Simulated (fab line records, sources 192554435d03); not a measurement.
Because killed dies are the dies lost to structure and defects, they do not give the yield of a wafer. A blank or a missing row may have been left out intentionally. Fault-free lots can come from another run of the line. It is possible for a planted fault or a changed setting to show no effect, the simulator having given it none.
2 desks looking at one fault | flow n5Finfet | each desk has only its own numbers; what lay behind them comes last

AT THE METROLOGY DESK
Lot by lot, what the gauges showed, no matter which tool ran the lot: averages of those sampled wafers that carry a number. If a lot's mean is further than 4 standard deviations from the usual mean, the lot is out of limits and carries the mark OUT (the distance appears in the brackets). Shown are 7 of the 15 readings it has, namely the first that went out of limits plus those furthest out on some lot.
Columns: A = CJ_P at N5_BEOL_M4_RC_MEAS_101, usual 5.81; B = IOFF_P at N5_BEOL_M4_RC_MEAS_101, usual 0.209 nA/um; C = IOFF_P_LIN at N5_BEOL_M4_RC_MEAS_101, usual 0.100 nA/um; D = ION_P at N5_BEOL_M4_RC_MEAS_101, usual 462 uA/um; E = SS_N at N5_BEOL_M4_RC_MEAS_101, usual 71.5 mV/dec; F = VT_P at N5_BEOL_M4_RC_MEAS_101, usual -249.9 mV; G = VT_P_LVT at N5_BEOL_M4_RC_MEAS_101, usual -99.0 mV
lot  | first seen here | A               | B     | C     | D              | E    | F      | G
L359 | day 7 12:20     | 5.89            | 0.181 | 0.088 | 456            | 71.4 | -253.5 | -100.3
L360 | day 8 08:17     | 5.70            | 0.221 | 0.104 | 465            | 71.3 | -249.3 | -97.2
L361 | day 8 12:03     | 6.04            | 0.218 | 0.104 | 463            | 71.3 | -248.4 | -99.5
L362 | day 8 14:11     | 5.04 (-4.5) OUT | 0.163 | 0.084 | 443            | 71.2 | -253.8 | -102.1
L363 | day 8 17:25     | 5.35            | 0.155 | 0.079 | 440 (-4.2) OUT | 70.3 | -257.7 | -103.5
L367 | day 9 14:37     | 4.71 (-6.5) OUT | 0.185 | 0.092 | 439 (-4.3) OUT | 71.8 | -252.6 | -100.6
L371 | day 11 06:47    | 5.62            | 0.241 | 0.115 | 469            | 71.2 | -244.3 | -94.6
L373 | day 11 15:14    | 5.83            | 0.187 | 0.088 | 456            | 71.6 | -253.4 | -103.7
L382 | day 13 22:22    | 5.92            | 0.199 | 0.099 | 462            | 71.8 | -247.7 | -100.5
This desk reports L362, L363, L367 out of limits; the earliest was L362 at day 8 14:11 (CJ_P at N5_BEOL_M4_RC_MEAS_101). L359, L360, L361, L371, L373, L382 stayed within limits.

FOR THE TOOL OWNER'S DESK: rieSi-01
The tool's own readings at N5_SD_EPI_P_SD_RECESS_17 (chemistry HBr/Cl2/O2, target depth 39.1 nm, bt time 3 s): means of the sampled wafers that have a number, for each lot that ran on this tool. If a lot's mean is further than 4 standard deviations from the usual mean, the lot is out of limits and carries the mark OUT (the distance appears in the brackets).
Columns: A = biasW at N5_SD_EPI_P_SD_RECESS_17, usual 112.0 W; B = drypumpMotorCurrentA at N5_SD_EPI_P_SD_RECESS_17, usual 5.7 A; C = oes_o_777_au at N5_SD_EPI_P_SD_RECESS_17, usual 0.994 a.u.; D = oesProductAu at N5_SD_EPI_P_SD_RECESS_17, usual 0.991 a.u.; E = throttleValvePct at N5_SD_EPI_P_SD_RECESS_17, usual 37.05 %
lot  | first seen here | A     | B   | C     | D     | E
L359 | day 3 04:38     | 112.1 | 5.5 | 0.983 | 0.988 | 37.13
L360 | day 3 16:48     | 112.2 | 5.1 | 0.992 | 0.991 | 37.10
L361 | day 3 18:00     | 112.2 | 5.6 | 0.979 | 0.988 | 36.82
L362 | day 4 00:11     | 112.2 | 5.4 | 0.987 | 0.982 | 36.97
L363 | day 4 05:40     | 112.5 | 5.7 | 0.980 | 0.984 | 36.97
L367 | day 5 08:26     | 111.9 | 5.8 | 0.984 | 0.995 | 37.13
L382 | day 9 05:04     | 112.0 | 5.9 | 1.001 | 1.011 | 37.09
This desk's finding: nothing out of limits on any of the 7 lots.

PUT TOGETHER
On L362, L363, L367, the metrology desk was in a position to raise an alarm at day 8 14:11.
The tool owner's desk saw nothing out of limits.
The tool owner's desk has L362, L363, L367 on record, within its limits.
Every lot named ran N5_SD_EPI_P_SD_RECESS_17 on rieSi-01.

WHAT WAS PUT IN BY THE SIMULATOR
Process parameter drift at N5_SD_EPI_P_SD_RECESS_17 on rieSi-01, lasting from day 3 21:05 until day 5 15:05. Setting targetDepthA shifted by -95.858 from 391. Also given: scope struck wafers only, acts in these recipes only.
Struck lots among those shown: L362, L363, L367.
Hours from the fault's start to each desk's first reading out of limits: the metrology desk, 113.
